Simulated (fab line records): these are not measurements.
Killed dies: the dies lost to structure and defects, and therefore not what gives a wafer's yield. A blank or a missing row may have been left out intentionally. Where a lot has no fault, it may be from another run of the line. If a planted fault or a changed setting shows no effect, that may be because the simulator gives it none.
Matching of chambers | flow n5Finfet | rieSi-01 running N5_FIN_CUT_CUT_ETCH_15: 4 sister chambers
The step etches Si in HBr/Cl2/O2, target depth 100 nm, bt time 10 s, time 42.4 s. 18 wafers are shown with their chamber, then 9 later ones without.

== EACH WAFER AND ITS CHAMBER ==
wafer  | chamber | drypumpMotorCurrentA (A) | oes_o_777_au (a.u.) | throttleValvePct (%)
L075.1 | 0       | 5.8                      | 0.92                | 37.13
L075.2 | 3       | 6.3                      | 1.04                | 37.22
L075.6 | 1       | 5.8                      | 1.10                | 37.23
L076.1 | 0       | 5.8                      | 0.91                | 37.12
L076.3 | 2       | 6.2                      | 0.98                | 37.39
L076.6 | 3       | 6.3                      | 1.04                | 37.21
L078.1 | 2       | 6.2                      | 0.98                | 37.40
L078.3 | 3       | 6.3                      | 1.03                | 37.24
L078.5 | 3       | 6.3                      | 1.04                | 37.24
L079.1 | 1       | 5.8                      | 1.10                | 37.22
L079.4 | 0       | 5.8                      | 0.91                | 37.14
L079.6 | 0       | 5.8                      | 0.91                | 37.14
L083.1 | 3       | 6.3                      | 1.02                | 37.24
L083.4 | 0       | 5.8                      | 0.91                | 37.14
L083.5 | 2       | 6.2                      | 0.97                | 37.40
L084.1 | 3       | 6.3                      | 1.03                | 37.22
L084.5 | 0       | 5.8                      | 0.90                | 37.13
L084.6 | 1       | 5.9                      | 1.10                | 37.24

SIGNATURES (averages over the wafers above)
reading              | chamber 0 | chamber 1 | chamber 2 | chamber 3 | scatter within a chamber
drypumpMotorCurrentA | 5.800     | 5.833     | 6.200     | 6.300     | 0.0218
oes_o_777_au         | 0.9100    | 1.1000    | 0.9767    | 1.0333    | 0.00655
throttleValvePct     | 37.1333   | 37.2300   | 37.3967   | 37.2283   | 0.0103
Rule: for a wafer and a chamber, the distance is found by dividing, reading by reading, the gap between the wafer's reading and the chamber's mean by the reading's scatter, squaring, summing and taking the root. If the next closest chamber is less than 2 further off than the closest, the wafer can't be placed; otherwise it belongs to the closest. The scatter is the square root of a quotient: the sum, over the shown wafers, of each reading's squared deviation from its chamber's mean, divided by wafers minus chambers.

== WAFERS WITHOUT THEIR CHAMBER ==
wafer  | drypumpMotorCurrentA (A) | oes_o_777_au (a.u.) | throttleValvePct (%)
L091.1 | 5.8                      | 1.11                | 37.22
L091.2 | 6.2                      | 0.98                | 37.40
L091.4 | 6.3                      | 1.03                | 37.23
L092.4 | 6.2                      | 0.98                | 37.38
L092.5 | 5.8                      | 0.91                | 37.11
L092.6 | 5.8                      | 1.10                | 37.24
L096.1 | 5.8                      | 0.91                | 37.14
L096.5 | 5.8                      | 1.10                | 37.24
L096.6 | 5.8                      | 0.91                | 37.14

== WHICH CHAMBER EACH ONE RAN IN ==
wafer  | from the rows above | in truth
L091.1 | 1                   | 1
L091.2 | 2                   | 2
L091.4 | 3                   | 3
L092.4 | 2                   | 2
L092.5 | 0                   | 0
L092.6 | 1                   | 1
L096.1 | 0                   | 0
L096.5 | 1                   | 1
L096.6 | 0                   | 0
Placed correctly: 9 of 9. Number that these rows cannot place: 0. Number placed wrongly: 0.
